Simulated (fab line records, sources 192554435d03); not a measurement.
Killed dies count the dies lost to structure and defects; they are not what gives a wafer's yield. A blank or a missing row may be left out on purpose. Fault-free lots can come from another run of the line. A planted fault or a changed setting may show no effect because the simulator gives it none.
fab line records	flow n5-finfet
[record] lots = 7	wafers = 39
route steps=1938 shown BEOL_M4@1070 BEOL_M6@1251 BEOL_M9@1401
start-h: hours from the record's first day to the start of the lot's first wafer shown	wait-h: how many hours have passed since the lot's step before this one	" unchanged from the row above	L1.1+2: a single row standing in for several wafers	- either no value or no given start	* or withheld: withheld	< > ~ a bound
route shown NAME@n: NAME is a module with steps in the file, n the number in the route of the first one	usual: mean/standard deviation taken from wafers without a fault	same: alike in all rows	chamber/n: place in a boat	sites: readings site by site	_std_site: the values' standard deviation	_edge_site: inner sites' mean taken away from outer sites' mean	radius-mm: for every site, how far away it sits from the centre of the wafer	mask NAME#n: copy n	behind: the most recent tool/chamber to have shaped the wafer	hold: what put the lot on hold/how long, in hours/how the hold closed	device: the transistor (n, p or np) that didn't switch	end of line: at the end of the route, the tests of the same wafers	for a step that has no rows: nothing shown but its recipe	killed: not the wafer's yield, but the dies lost to structure and defects at the first sort	map: dies across one wafer; x = killed, . = not, _ = none there
set.NAME: the run value of the setting; set.NAME@STEP: its run value at that earlier step	model.NAME: the simulator's own value behind a step, which no gauge read
one table per step and one row per wafer, for lots whose settings were changed on purpose
[[steps]]
[step N5_BEOL_M4_TRENCH_ETCH_37]
[recipe] chemistry = C4F6/O2	target-depth-a = 555.55	target = SiOC	time-s = 29.2	ion-energy-ev = 250	pressure-mtorr = 30	source-w = 355	bias-w = 185	Ar_flow_sccm = 300	C4F6_flow_sccm = 10	O2_flow_sccm = 10
lot.wafer	tool	chamber	start-h	wait-h	set.target-depth-a	model.etch.depth-nm	model.BEOL_M4.feature-depth-nm
L077.1	rie-diel-03	2	-	-	555.55	56.47	56.4
L077.2	"	3	"	"	555.55	55.5	55.6
L077.3	"	0	"	"	555.55	55.2	55.2
L077.4	"	1	"	"	555.55	55.94	56
L077.5	"	0	"	"	555.55	55.13	55.2
L077.6	"	1	"	"	555.55	56.53	56.6
L080.1	rie-diel-03	0	-	-	872.1	87.35	87.4
L080.2	"	1	"	"	555.55	57.32	57.4
L080.3	"	3	"	"	872.1	88.01	88
L080.4	"	2	"	"	872.1	89.38	89.4
L080.5	"	3	"	"	555.55	55.84	55.8
L080.6	"	2	"	"	555.55	56.56	56.6
L081.1	rie-diel-03	2	-	-	555.55	55.82	55.8
L081.2	"	1	"	"	555.55	56.44	56.4
L081.3	"	0	"	"	555.55	54.75	54.8
L081.4	"	3	"	"	555.55	55.19	55.2
L081.5	"	1	"	"	555.55	56.42	56.4
L081.6	"	2	"	"	555.55	55.91	56
L084.1	rie-diel-05	3	-	-	555.55	52.69	52.6
L084.2	"	1	"	"	442.7	44.03	44
L084.3	"	0	"	"	442.7	45.2	45.2
L084.4	"	0	"	"	555.55	56.24	56.2
L084.5	"	1	"	"	442.7	43.92	44
L084.6	"	3	"	"	555.55	52.84	52.8
L087.1	rie-diel-03	0	-	-	555.55	55.5	55.4
L087.2	"	3	"	"	555.55	54.14	54.2
L087.3	"	1	"	"	555.55	57.26	57.2
L091.1	rie-diel-03	3	-	-	555.55	52.96	53
L091.2	"	0	"	"	231.3	23.01	23
L091.3	"	2	"	"	231.3	23.15	23.2
L091.4	"	1	"	"	555.55	56.36	56.4
L091.5	"	3	"	"	231.3	22.29	22.2
L091.6	"	0	"	"	555.55	55.2	55.2
L093.1	rie-diel-06	2	-	-	555.55	55.52	55.6
L093.2	"	0	"	"	555.55	56.6	56.6
L093.3	"	1	"	"	729	72.14	72.2
L093.4	"	3	"	"	555.55	53.38	53.4
L093.5	"	0	"	"	729	74.22	74.2
L093.6	"	3	"	"	729	70.24	70.2
[step N5_BEOL_M4_ETCH_41]
[recipe] chemistry = CH3F/O2	target = SiCN	target-depth-a = 299	taper-deg = 2	time-s = 52.5	ion-energy-ev = 120	mask-material = TiN	pressure-mtorr = 30	source-w = 395	bias-w = 75	Ar_flow_sccm = 150	CH3F_flow_sccm = 30	O2_flow_sccm = 20
[step N5_BEOL_M4_STRIP_97]
[recipe] chemistry = N2/H2	time-s = 10	power-w = 450	temp-c = 40	pressure-mtorr = 20	rf-frequency-hz = 6e+07	bias-power-w = 7	n2-flow-sccm = 200	h2-flow-sccm = 200
[step N5_BEOL_M4_OCD_MEAS_38]
[usual] trench-depth-nm = 55.2/1.4
lot.wafer	tool	chamber	start-h	wait-h	set.target-depth-a@BEOL_M4_TRENCH_ETCH_37	trench-depth-nm
L077.1	ocd-01	-	176.99	-	555.55	56.8
L077.2	"	-	"	"	555.55	55.5
L077.3	"	-	"	"	555.55	55.7
L077.4	"	-	"	"	555.55	56.0
L077.5	"	-	"	"	555.55	55.0
L077.6	"	-	"	"	555.55	56.9
L080.1	ocd-01	-	194.07	-	872.1	87.7
L080.2	"	-	"	"	555.55	57.6
L080.3	"	-	"	"	872.1	88.1
L080.4	"	-	"	"	872.1	89.1
L080.5	"	-	"	"	555.55	55.7
L080.6	"	-	"	"	555.55	56.8
L081.1	ocd-01	-	201.56	-	555.55	56.3
L081.2	"	-	"	"	555.55	56.9
L081.3	"	-	"	"	555.55	54.7
L081.4	"	-	"	"	555.55	55.5
L081.5	"	-	"	"	555.55	55.9
L081.6	"	-	"	"	555.55	56.2
L084.1	ocd-02	-	226.44	-	555.55	53.1
L084.2	"	-	"	"	442.7	44.1
L084.3	"	-	"	"	442.7	45.6
L084.4	"	-	"	"	555.55	56.0
L084.5	"	-	"	"	442.7	43.7
L084.6	"	-	"	"	555.55	53.3
L087.1	ocd-01	-	244.95	-	555.55	55.9
L087.2	"	-	"	"	555.55	53.8
L087.3	"	-	"	"	555.55	57.1
L091.1	ocd-02	-	262.55	-	555.55	53.6
L091.2	"	-	"	"	231.3	23.0
L091.3	"	-	"	"	231.3	22.9
L091.4	"	-	"	"	555.55	56.2
L091.5	"	-	"	"	231.3	21.8
L091.6	"	-	"	"	555.55	55.2
L093.1	ocd-01	-	280.17	-	555.55	56.0
L093.2	"	-	"	"	555.55	56.1
L093.3	"	-	"	"	729	72.7
L093.4	"	-	"	"	555.55	53.6
L093.5	"	-	"	"	729	74.3
L093.6	"	-	"	"	729	69.9
[step N5_BEOL_M4_HM_STRIP_39]
[recipe] chemistry = peroxide-tin-strip	material = TiN	target-depth-a = 250	temp-c = 50	time-s = 158
[step N5_BEOL_M4_SRD_40]
[recipe] time-s = 30	temp-c = 23	rinse-liquid = diw	dry = ipa-marangoni
[step N5_BEOL_M4_ECD_50]
[recipe] material = Cu	target-thk-a = 3000
[step N5_BEOL_M4_ANNEAL_51]
[recipe] temp-c = 225	time-s = 90	ambient = N2
[step N5_BEOL_M4_CMP_52]
[recipe] stop-on = SiOC	t-overpolish-s = 6.8	down-force-psi = 1	platen-rpm = 50	clearing-platen-down-force-psi = 1.5	clearing-platen-rpm = 50	post-cmp-clean = cu-alkaline	target-thk-nm = 40	clearing-platen-pad-velocity-m-s = 0.99484	pad-velocity-m-s = 0.99484
lot.wafer	tool	chamber	start-h	wait-h	set.target-depth-a@BEOL_M4_TRENCH_ETCH_37	model.Cu_of_BEOL_M4_ECD_50.thk-nm
L077.1	cmp-02	0	180.03	0.3	555.55	43.2
L077.3	"	1	"	"	555.55	39.6
L077.2	"	2	"	"	555.55	38.6
L077.4	"	3	"	"	555.55	41.4
L077.5+6	"	0,1	"	"	555.55	41.6
L080.3	cmp-01	3	197.52	0.2	872.1	74.6
L080.4	"	0	"	"	872.1	71.8
L080.1	"	1	"	"	872.1	72
L080.2	"	2	"	"	555.55	40.4
L080.6	"	3	"	"	555.55	42.8
L080.5	"	0	"	"	555.55	38
L081.1	cmp-01	0	204.76	0.3	555.55	38.6
L081.3	"	1	"	"	555.55	41.4
L081.4	"	2	"	"	555.55	39
L081.2	"	3	"	"	555.55	43.6
L081.5	"	0	"	"	555.55	39.6
L081.6	"	1	"	"	555.55	42.4
L084.4	cmp-02	2	229.52	0.1	555.55	38.8
L084.2	"	3	"	"	442.7	28.6
L084.3	"	0	"	"	442.7	31.4
L084.1	"	1	"	"	555.55	36.6
L084.6	"	2	"	"	555.55	35.4
L084.5	"	3	"	"	442.7	28.4
L087.3	cmp-03	3	250.22	0.2	555.55	42.8
L087.2	"	1	"	"	555.55	38
L087.1	"	2	"	"	555.55	38.6
L091.3	cmp-02	0	266.63	0.2	231.3	9
L091.1	"	1	"	"	555.55	37.2
L091.2	"	2	"	"	231.3	5.2
L091.4	"	3	"	"	555.55	41
L091.6	"	0	"	"	555.55	40.2
L091.5	"	1	"	"	231.3	6.2
L093.2	cmp-01	1	283.37	0.2	555.55	43.6
L093.1	"	2	"	"	555.55	40.4
L093.3	"	3	"	"	729	59.4
L093.4	"	0	"	"	555.55	37
L093.6	"	1	"	"	729	56.2
L093.5	"	2	"	"	729	57.6
[step N5_BEOL_M4_THK_MEAS_53]
[recipe] thk-meas-gauge = xrf	reads = Cu_of_BEOL_M4_ECD_50
[usual] M4_THK = 40.5/2.2
lot.wafer	tool	chamber	start-h	wait-h	set.target-depth-a@BEOL_M4_TRENCH_ETCH_37	M4_THK[nm]
L077.1	film-metro-02	-	180.33	-	555.55	43.9
L077.2	"	-	"	"	555.55	39.3
L077.3	"	-	"	"	555.55	40.1
L077.4	"	-	"	"	555.55	42.0
L077.5	"	-	"	"	555.55	42.4
L077.6	"	-	"	"	555.55	42.2
L080.1	film-metro-02	-	197.81	-	872.1	72.6
L080.2	"	-	"	"	555.55	40.8
L080.3	"	-	"	"	872.1	75.3
L080.4	"	-	"	"	872.1	72.3
L080.5	"	-	"	"	555.55	38.1
L080.6	"	-	"	"	555.55	43.3
L081.1	film-metro-02	-	205.06	-	555.55	39.2
L081.2	"	-	"	"	555.55	44.3
L081.3	"	-	"	"	555.55	42.3
L081.4	"	-	"	"	555.55	39.4
L081.5	"	-	"	"	555.55	39.9
L081.6	"	-	"	"	555.55	43.2
L084.1	film-metro-01	-	229.81	-	555.55	37.2
L084.2	"	-	"	"	442.7	29.0
L084.3	"	-	"	"	442.7	32.0
L084.4	"	-	"	"	555.55	39.3
L084.5	"	-	"	"	442.7	28.8
L084.6	"	-	"	"	555.55	36.0
L087.1	film-metro-02	-	250.51	-	555.55	39.8
L087.2	"	-	"	"	555.55	39.1
L087.3	"	-	"	"	555.55	44.4
L091.1	film-metro-01	-	266.92	-	555.55	37.6
L091.2	"	-	"	"	231.3	5.3
L091.3	"	-	"	"	231.3	9.1
L091.4	"	-	"	"	555.55	41.6
L091.5	"	-	"	"	231.3	6.2
L091.6	"	-	"	"	555.55	40.6
L093.1	film-metro-02	-	283.66	-	555.55	40.9
L093.2	"	-	"	"	555.55	44.6
L093.3	"	-	"	"	729	60.7
L093.4	"	-	"	"	555.55	37.7
L093.5	"	-	"	"	729	58.9
L093.6	"	-	"	"	729	57.4
[step N5_BEOL_M6_ALD_77]
[recipe] material = TaN	target-thk-a = 20	temp-c = 275	ald-precursor-family = PDMAT	ald-co-reactant = NH3	pressure-torr = 3	carrier-flow-sccm = 1500	pulse-time-s = 2	purge-time-s = 3	co-reactant-purge-time-s = 2	co-reactant-pulse-time-s = 3	ald-cycles = 40	precursor-vessel-temp-c = 75	precursor-vessel-pressure-torr = 26.25	precursor-vessel-carrier-sccm = 1000
lot.wafer	tool	chamber	start-h	wait-h	set.ald-cycles	model.TaN_of_BEOL_M6_ALD_77.thk-nm
L077.1+2+6	ald-metal-04	3,1,2	199.34	0.1	40	2
L077.3+4+5	"	2,0,1	"	"	28	1.4
L080.1+2+3+4+5+6	ald-metal-01	2,0,3,1,2,3	219.93	0.1	40	2
L081.1+3	ald-metal-01	0,1	224.15	0.0	54	2.8
L081.2	"	2	"	"	54	2.6
L081.4+5+6	"	3,0,3	"	"	40	2
L084.1+3+5	ald-metal-02	0,3,3	250.90	0.3	40	2
L084.2+4+6	"	2,1,2	"	"	23	1.2
L087.1+2+3	ald-metal-04	2,1,3	270.08	0.1	40	2
L091.1+2+3+4+5+6	ald-metal-02	1,2,3,0,2,3	283.46	0.0	40	2
L093.1+5+6	ald-metal-02	0,3,0	302.22	0.0	40	2
L093.2+3+4	"	3,1,2	"	"	29	1.4
[step N5_BEOL_M9_ILD_DEP_00]
[recipe] material = SiCOH_lowk	target-thk-a = 3085.1	temp-c = 300	precursor = DEMS/porogen	pressure-torr = 5	rf-w = 500	time-s = 58
lot.wafer	tool	chamber	start-h	wait-h	set.time-s	model.SiCOH_lowk_of_BEOL_M9_ILD_DEP_00.thk-nm
L077.1	pecvd-01	1	219.16	0.0	30.5	161.2
L077.2	"	2	"	"	58	310.6
L077.3	"	0	"	"	30.5	165
L077.4	"	0	"	"	30.5	167.8
L077.5	"	1	"	"	58	307.6
L077.6	"	2	"	"	58	314
L080.1	pecvd-02	2	240.29	0.0	24.93	141.6
L080.2	"	0	"	"	58	308.2
L080.3	"	1	"	"	58	310
L080.4	"	1	"	"	58	315
L080.5	"	0	"	"	24.93	139
L080.6	"	2	"	"	24.93	143.4
L081.1	pecvd-01	2	241.85	0.0	58	309.8
L081.2	"	0	"	"	58	303.6
L081.3	"	1	"	"	58	300.2
L081.4	"	0	"	"	58	311.8
L081.5	"	2	"	"	58	316.8
L081.6	"	1	"	"	58	307.4
L084.1	pecvd-03	2	269.84	0.0	36.21	187.4
L084.2	"	0	"	"	36.21	194.8
L084.3	"	1	"	"	58	306.4
L084.4	"	0	"	"	36.21	200
L084.5	"	2	"	"	58	305.6
L084.6	"	1	"	"	58	310
L087.1	pecvd-02	0	288.25	0.0	58	309
L087.2	"	1	"	"	58	304.2
L087.3	"	2	"	"	58	310.8
L091.1	pecvd-01	1	301.77	0.0	58	306.4
L091.2	"	2	"	"	74.76	398.8
L091.3	"	0	"	"	58	311.6
L091.4	"	2	"	"	74.76	404.6
L091.5	"	0	"	"	74.76	405.8
L091.6	"	1	"	"	58	311.2
L093.1	pecvd-01	2	322.89	0.0	58	314.4
L093.2	"	0	"	"	49.25	265.2
L093.3	"	1	"	"	49.25	257.8
L093.4	"	2	"	"	58	315.6
L093.5	"	0	"	"	58	316
L093.6	"	1	"	"	49.25	261.2
[step N5_BEOL_M9_CURE_71]
[recipe] temp-c = 385	time-s = 240	ambient = He/Ar	material = SiCOH_lowk
lot.wafer	tool	chamber	start-h	wait-h	set.time-s@BEOL_M9_ILD_DEP_00	model.SiCOH_lowk_of_BEOL_M9_ILD_DEP_00.thk-nm
L077.1	uv-cure-02	0	219.24	0.0	30.5	138.8
L077.2	"	0	"	"	58	269.8
L077.3	"	0	"	"	30.5	142.2
L077.4	"	0	"	"	30.5	144.6
L077.5	"	0	"	"	58	267.2
L077.6	"	0	"	"	58	272.8
L080.1	uv-cure-01	0	240.37	0.0	24.93	121.8
L080.2	"	0	"	"	58	267.8
L080.3	"	0	"	"	58	269.4
L080.4	"	0	"	"	58	273.8
L080.5	"	0	"	"	24.93	119.6
L080.6	"	0	"	"	24.93	123.4
L081.1	uv-cure-03	0	241.93	0.0	58	269
L081.2	"	0	"	"	58	263.6
L081.3	"	0	"	"	58	260.6
L081.4	"	0	"	"	58	270.8
L081.5	"	0	"	"	58	275.2
L081.6	"	0	"	"	58	267
L084.1	uv-cure-02	1	269.92	0.0	36.21	161.6
L084.2	"	1	"	"	36.21	168
L084.3	"	1	"	"	58	266
L084.4	"	1	"	"	36.21	172.6
L084.5	"	1	"	"	58	265.4
L084.6	"	1	"	"	58	269.4
L087.1	uv-cure-01	0	288.32	0.0	58	268.4
L087.2	"	0	"	"	58	264.2
L087.3	"	0	"	"	58	270
L091.1	uv-cure-01	0	301.98	0.2	58	266.2
L091.2	"	0	"	"	74.76	348.2
L091.3	"	0	"	"	58	270.8
L091.4	"	0	"	"	74.76	353.4
L091.5	"	0	"	"	74.76	354.4
L091.6	"	0	"	"	58	270.4
L093.1	uv-cure-03	2	322.97	0.0	58	273.2
L093.2	"	2	"	"	49.25	229.8
L093.3	"	2	"	"	49.25	223.4
L093.4	"	2	"	"	58	274.2
L093.5	"	2	"	"	58	274.6
L093.6	"	2	"	"	49.25	226.4
[step N5_BEOL_M9_THK_MEAS_01]
[recipe] reads = SiCOH_lowk_of_BEOL_M9_ILD_DEP_00
[usual] M9_ILD_THK = 269/4
lot.wafer	tool	chamber	start-h	wait-h	set.time-s@BEOL_M9_ILD_DEP_00	M9_ILD_THK[nm]
L077.1	film-metro-02	-	219.75	0.4	30.5	139
L077.2	"	-	"	"	58	270
L077.3	"	-	"	"	30.5	142
L077.4	"	-	"	"	30.5	145
L077.5	"	-	"	"	58	267
L077.6	"	-	"	"	58	273
L080.1	film-metro-02	-	241.36	0.8	24.93	122
L080.2	"	-	"	"	58	268
L080.3	"	-	"	"	58	269
L080.4	"	-	"	"	58	273
L080.5	"	-	"	"	24.93	120
L080.6	"	-	"	"	24.93	123
L081.1	film-metro-02	-	242.44	0.4	58	269
L081.2	"	-	"	"	58	264
L081.3	"	-	"	"	58	261
L081.4	"	-	"	"	58	271
L081.5	"	-	"	"	58	275
L081.6	"	-	"	"	58	267
L084.1	film-metro-01	-	270.43	0.4	36.21	162
L084.2	"	-	"	"	36.21	168
L084.3	"	-	"	"	58	266
L084.4	"	-	"	"	36.21	173
L084.5	"	-	"	"	58	266
L084.6	"	-	"	"	58	269
L087.1	film-metro-01	-	288.84	0.4	58	269
L087.2	"	-	"	"	58	264
L087.3	"	-	"	"	58	270
L091.1	film-metro-02	-	302.49	0.4	58	266
L091.2	"	-	"	"	74.76	348
L091.3	"	-	"	"	58	271
L091.4	"	-	"	"	74.76	353
L091.5	"	-	"	"	74.76	354
L091.6	"	-	"	"	58	270
L093.1	film-metro-02	-	323.56	0.5	58	273
L093.2	"	-	"	"	49.25	230
L093.3	"	-	"	"	49.25	223
L093.4	"	-	"	"	58	274
L093.5	"	-	"	"	58	275
L093.6	"	-	"	"	49.25	226
[[key]]
[split] step = N5_BEOL_M4_TRENCH_ETCH_37	setting = target-depth-a	stated = 555.55	by = wafer
[response] step = N5_BEOL_M4_TRENCH_ETCH_37	reading = model.etch.depth-nm	change = +0.547	per = 1%	r = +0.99
[response] step = N5_BEOL_M4_TRENCH_ETCH_37	reading = model.BEOL_M4.feature-depth-nm	change = +0.547	per = 1%	r = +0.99
[response] step = N5_BEOL_M4_OCD_MEAS_38	reading = trench-depth-nm	change = +0.55	per = 1%	r = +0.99
[response] step = N5_BEOL_M4_CMP_52	reading = model.Cu_of_BEOL_M4_ECD_50.thk-nm	change = +0.553	per = 1%	r = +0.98
[response] step = N5_BEOL_M4_THK_MEAS_53	reading = M4_THK	change = +0.56	per = 1%	r = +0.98
[split] step = N5_BEOL_M6_ALD_77	setting = ald-cycles	stated = 40	by = wafer
[response] step = N5_BEOL_M6_ALD_77	reading = model.TaN_of_BEOL_M6_ALD_77.thk-nm	change = +0.0201	per = 1%	r = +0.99
[split] step = N5_BEOL_M9_ILD_DEP_00	setting = time-s	stated = 58	by = wafer
[response] step = N5_BEOL_M9_ILD_DEP_00	reading = model.SiCOH_lowk_of_BEOL_M9_ILD_DEP_00.thk-nm	change = +3.06	per = 1%	r = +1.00
[response] step = N5_BEOL_M9_CURE_71	reading = model.SiCOH_lowk_of_BEOL_M9_ILD_DEP_00.thk-nm	change = +2.68	per = 1%	r = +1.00
[response] step = N5_BEOL_M9_THK_MEAS_01	reading = M9_ILD_THK	change = +2.68	per = 1%	r = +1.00
